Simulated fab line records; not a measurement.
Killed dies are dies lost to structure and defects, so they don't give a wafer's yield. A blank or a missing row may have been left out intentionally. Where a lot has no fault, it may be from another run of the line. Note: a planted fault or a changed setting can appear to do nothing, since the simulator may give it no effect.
The tool behind it: which one? | flow n5_finfet | 9 lots with 26 wafers sampled at 5 steps, on a route of 1938 steps

## WHAT THE GAUGES READ, wafer by wafer
N5_BEOL_M4_RC_MEAS_101. Usual: DIBL_N 35.9 mV/V, standard deviation 1.6; DIBL_P 35.6 mV/V, standard deviation 2.1; IOFF_N 0.149 nA/um, standard deviation 0.029; IOFF_P 0.20 nA/um, standard deviation 0.033; ION_N 671 uA/um, standard deviation 11; ION_P 460 uA/um, standard deviation 7.3; RS_NWELL 1038 ohm/sq, standard deviation 5.8; SS_N 71.4 mV/dec, standard deviation 0.62; SS_P 73.2 mV/dec, standard deviation 0.65; VT_N 251 mV, standard deviation 3.1; VT_P -251 mV, standard deviation 3.4.
lot  | measured     | on        | DIBL_N (mV/V)  | DIBL_P (mV/V)  | IOFF_N (nA/um)    | IOFF_P (nA/um) | ION_N (uA/um) | ION_P (uA/um) | RS_NWELL (ohm/sq) | SS_N (mV/dec)  | SS_P (mV/dec)  | VT_N (mV)   | VT_P (mV)      | flag
L156 | day 7 21:37  | prober-02 | 35.4 34.5 34.0 | 33.8 34.4 34.4 | 0.133 0.124 0.116 | 0.15 0.15 0.16 | 662 656 655   | 445 451 453   | 1037 1043 1039    | 70.8 70.5 69.8 | 72.5 72.7 72.6 | 251 254 254 | -258 -256 -257 |
L158 | day 8 12:00  | prober-01 | 34.8 35.9 33.8 | 36.8 38.6 35.6 | 0.153 0.169 0.124 | 0.19 0.20 0.17 | 687 676 654   | 462 455 454   | 1046 1035 1037    | 71.7 72.1 71.4 | 73.5 73.4 72.9 | 252 252 260 | -255 -253 -256 |
L163 | day 9 13:25  | prober-02 | 38.3 35.9 35.0 | 37.6 34.8 33.7 | 0.182 0.149 0.126 | 0.26 0.22 0.19 | 680 675 663   | 468 471 461   | 1036 1038 1034    | 72.3 71.2 70.9 | 73.0 72.7 72.9 | 247 250 252 | -248 -245 -251 |
L164 | day 9 17:02  | prober-01 | 36.0 36.4 36.3 | 38.9 37.9 38.7 | 0.162 0.158 0.175 | 0.24 0.22 0.24 | 676 681 704   | 477 468 480   | 1042 1052 1042    | 70.3 71.3 71.8 | 73.6 73.6 73.8 | 250 248 248 | -247 -248 -245 |
L167 | day 10 20:29 | prober-01 | 37.3 34.3 36.1 | 35.7 32.8 35.5 | 0.166 0.124 0.151 | 0.25 0.20 0.24 | 657 670 660   | 460 469 459   | 1036 1035 1030    | 72.1 70.5 71.3 | 73.9 72.4 73.4 | 250 252 250 | -248 -249 -249 |
L169 | day 11 07:04 | prober-01 | 35.1 34.1      | 33.3 32.3      | 0.135 0.118       | 0.19 0.18      | 662 664       | 461 455       | 1043 1039         | 71.3 70.7      | 73.0 72.6      | 253 254     | -251 -251      |
L170 | day 11 14:14 | prober-02 | 34.7 35.5 37.9 | 34.8 36.1 38.3 | 0.127 0.143 0.178 | 0.18 0.19 0.23 | 663 675 670   | 454 457 457   | 1100 1102 1104    | 71.2 71.6 72.4 | 73.1 72.4 74.4 | 253 252 251 | -252 -251 -249 | OFF
L171 | day 11 17:20 | prober-01 | 37.1 37.1 37.4 | 35.7 36.3 37.6 | 0.152 0.158 0.155 | 0.18 0.19 0.20 | 673 670 677   | 462 464 460   | 1099 1091 1101    | 71.7 72.0 72.0 | 73.0 73.3 73.9 | 252 250 251 | -253 -253 -250 | OFF
L179 | day 13 15:45 | prober-02 | 34.6 34.9 35.7 | 34.7 33.6 34.8 | 0.133 0.135 0.154 | 0.19 0.16 0.19 | 665 679 681   | 458 461 459   | 1035 1030 1026    | 71.8 71.3 71.5 | 72.8 72.4 73.6 | 251 252 250 | -251 -253 -249 |

## EACH LOT AND THE TOOL THAT RAN IT (in order: tool; ch and the chambers of the sampled wafers; start)
lot  | N5_ZERO_LAYER_PECVD_02         | N5_WELL_APT_DESCUM_13             | N5_WELL_APT_IMPLANT_14         | N5_PMOS_HMC_CHANNEL_EPI_EPI_26
L156 | pecvd-03 ch 0,2, day 1 12:17   | rie_diel-06 ch 1,2, day 1 14:13   | implanter-02 ch 0, day 1 14:22 | epi_rpcvd-04 ch 0, day 1 20:42
L158 | pecvd-03 ch 1,2, day 2 00:18   | rie_diel-02 ch 1,3, day 2 02:01   | implanter-02 ch 0, day 2 02:11 | epi_rpcvd-04 ch 0, day 2 08:12
L163 | pecvd-01 ch 1,2, day 3 06:17   | rie_diel-06 ch 0,1,2, day 3 08:05 | implanter-02 ch 0, day 3 08:13 | epi_rpcvd-02 ch 0, day 3 14:23
L164 | pecvd-03 ch 0,1,2, day 3 12:17 | rie_diel-02 ch 0,1,3, day 3 14:32 | implanter-02 ch 0, day 3 14:38 | epi_rpcvd-03 ch 0, day 3 20:35
L167 | pecvd-01 ch 0,1,2, day 4 06:17 | rie_diel-02 ch 0,2,3, day 4 07:46 | implanter-01 ch 0, day 4 07:54 | epi_rpcvd-02 ch 0, day 4 13:38
L169 | pecvd-04 ch 1,2, day 4 18:20   | rie_diel-05 ch 0,1, day 4 19:40   | implanter-02 ch 0, day 4 19:51 | epi_rpcvd-04 ch 0, day 5 01:36
L170 | pecvd-04 ch 0,1,2, day 5 00:17 | rie_diel-02 ch 1,2, day 5 01:47   | implanter-02 ch 0, day 5 01:53 | epi_rpcvd-02 ch 0, day 5 07:28
L171 | pecvd-03 ch 0,2, day 5 06:17   | rie_diel-05 ch 0,1,2, day 5 07:58 | implanter-02 ch 0, day 5 08:04 | epi_rpcvd-04 ch 0, day 5 13:47
L179 | pecvd-03 ch 0,1,2, day 7 06:18 | rie_diel-06 ch 0,1,2, day 7 07:40 | implanter-01 ch 0, day 7 07:46 | epi_rpcvd-02 ch 0, day 7 14:17
- N5_ZERO_LAYER_PECVD_02: deposits SiO2 from SiH4/N2O, target thk 10 nm, time 6 s.
- N5_WELL_APT_DESCUM_13: chemistry O2, time 7.9 s.
- N5_WELL_APT_IMPLANT_14
- N5_PMOS_HMC_CHANNEL_EPI_EPI_26: deposits Si from SiH4/H2, target thk 3.8 nm, time 22.7 s.

## AS READ BY THE TOOLS THEMSELVES (means over the sampled wafers that have a number; for cases with no such wafer, the mark the record gives instead)
N5_ZERO_LAYER_PECVD_02. Usual: heater_power_w 817 W, standard deviation 110; rf_fwd_power_W 272.2 W, standard deviation 1.2; showerhead_plenum_p_Torr 8.08 Torr, standard deviation 0.076; susceptor_temp_C 399.96 C, standard deviation 0.24.
lot  | tool     | heater_power_w (W) | rf_fwd_power_W (W) | showerhead_plenum_p_Torr (Torr) | susceptor_temp_C (C) | flag
L156 | pecvd-03 | 791                | 271.8              | 8.12                            | 400.10               |
L158 | pecvd-03 | 728                | 271.3              | 8.09                            | 400.25               |
L163 | pecvd-01 | 824                | 274.2              | 8.19                            | 399.69               |
L164 | pecvd-03 | 819                | 272.5              | 8.07                            | 400.20               |
L167 | pecvd-01 | 814                | 272.6              | 8.10                            | 400.02               |
L169 | pecvd-04 | 966                | 271.6              | 8.12                            | 399.98               |
L170 | pecvd-04 | 922                | 272.6              | 8.09                            | 399.98               |
L171 | pecvd-03 | 635                | 271.5              | 8.13                            | 399.78               |
L179 | pecvd-03 | 774                | 272.0              | 8.08                            | 399.95               |

N5_WELL_APT_DESCUM_13. Usual: drypump_motor_current_A 5.8 A, standard deviation 0.49; oes_product_au 0.80 a.u., standard deviation 0.071; rf_fwd_power_W 49.64 W, standard deviation 0.2; rf_vpp_V 243.9 V, standard deviation 1.2; showerhead_plenum_p_Torr 2.14 Torr, standard deviation 0.05; throttle_valve_pct 20.50 %, standard deviation 0.26.
lot  | tool        | drypump_motor_current_A (A) | oes_product_au (a.u.) | rf_fwd_power_W (W) | rf_vpp_V (V) | showerhead_plenum_p_Torr (Torr) | throttle_valve_pct (%) | flag
L156 | rie_diel-06 | 5.6                         | 0.77                  | 49.49              | 243.5        | 2.16                            | 20.41                  |
L158 | rie_diel-02 | 6.2                         | 0.76                  | 49.59              | 242.8        | 2.09                            | 20.30                  |
L163 | rie_diel-06 | 5.9                         | 0.76                  | 49.61              | 243.4        | 2.13                            | 20.51                  |
L164 | rie_diel-02 | 6.2                         | 0.81                  | 49.39              | 243.4        | 2.13                            | 20.36                  |
L167 | rie_diel-02 | 5.8                         | 0.81                  | 49.79              | 244.5        | 2.15                            | 20.64                  |
L169 | rie_diel-05 | 5.8                         | 0.86                  | 49.42              | 243.4        | 2.12                            | 20.61                  |
L170 | rie_diel-02 | 5.5                         | 0.73                  | 49.77              | 242.5        | 2.09                            | 20.67                  |
L171 | rie_diel-05 | 5.5                         | 0.82                  | 49.65              | 244.2        | 2.14                            | 20.45                  |
L179 | rie_diel-06 | 5.9                         | 0.74                  | 49.60              | 242.9        | 2.12                            | 20.58                  |

N5_WELL_APT_IMPLANT_14. Usual: dose_ions_cm2 1.4995e+13, standard deviation 1.7e+10; faraday_current_uA 190, standard deviation 4.4.
lot  | tool         | dose_ions_cm2 | faraday_current_uA | flag
L156 | implanter-02 | 1.5002e+13    | 191                |
L158 | implanter-02 | 1.5007e+13    | 186                |
L163 | implanter-02 | 1.4987e+13    | 191                |
L164 | implanter-02 | 1.4998e+13    | 191                |
L167 | implanter-01 | 1.4981e+13    | 188                |
L169 | implanter-02 | 1.4958e+13    | 192                |
L170 | implanter-02 | 1.3507e+13    | 172                | OFF
L171 | implanter-02 | 1.3532e+13    | 172                | OFF
L179 | implanter-01 | 1.5003e+13    | 187                |

N5_PMOS_HMC_CHANNEL_EPI_EPI_26. Usual: susceptor_temp_C 649.9 C, standard deviation 0.31; throttle_valve_pct 11.17 %, standard deviation 0.16.
lot  | tool         | susceptor_temp_C (C) | throttle_valve_pct (%) | flag
L156 | epi_rpcvd-04 | 650.0                | 11.25                  |
L158 | epi_rpcvd-04 | 650.2                | 11.10                  |
L163 | epi_rpcvd-02 | 649.6                | 11.26                  |
L164 | epi_rpcvd-03 | 649.9                | 11.32                  |
L167 | epi_rpcvd-02 | 649.9                | 10.90                  |
L169 | epi_rpcvd-04 | 650.0                | 11.11                  |
L170 | epi_rpcvd-02 | 649.9                | 11.21                  |
L171 | epi_rpcvd-04 | 649.9                | 11.17                  |
L179 | epi_rpcvd-02 | 649.9                | 11.11                  |

## THE ANSWER, worked out from the rows above alone
Rule: lot off if the mean of its wafers having a number is beyond 3 standard deviations from the usual mean. Also off: a lot with no number at a reading for which 4 or more lots have one. Any other lot the step has rows for is counted as sound. After the gauges, taken in route order, come the tools' own readings; for these a lot's mean is taken, as printed above. The first step at which some lot is off is used, and at that step the reading that is off furthest; a lot without a number counts as furthest.
Off: L170, L171, seen at N5_BEOL_M4_RC_MEAS_101 (RS_NWELL).
If a tool, at a process step before that reading, ran all the lots that are off and no sound lot after the first of them, it fits. The gauges at N5_BEOL_M4_RC_MEAS_101 aren't tried: what is off there is off at N5_WELL_APT_IMPLANT_14 too, on other tools, and a gauge's error can't cause that. One fits: implanter-02 at N5_WELL_APT_IMPLANT_14. Its last sound lot is L169 (day 4 19:51), its first lot that is off L170 (day 5 01:53): a fault that began between those two fits.
The tool's own readings at N5_WELL_APT_IMPLANT_14 bear it out: on the lots that are off they differ by more than 5 times the standard deviation of the sound lots' means. dose_ions_cm2 reads 1.3520e+13 there against 1.4991e+13 on the sound lots; faraday_current_uA reads 172 there against 189 on the sound lots.

## WHAT THE SIMULATOR HAD PUT IN
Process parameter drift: implanter-02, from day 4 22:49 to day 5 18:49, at N5_WELL_APT_IMPLANT_14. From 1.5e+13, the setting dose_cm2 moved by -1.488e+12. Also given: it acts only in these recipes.
Shown lots that were struck: L170, L171. The same result came from the rule above.
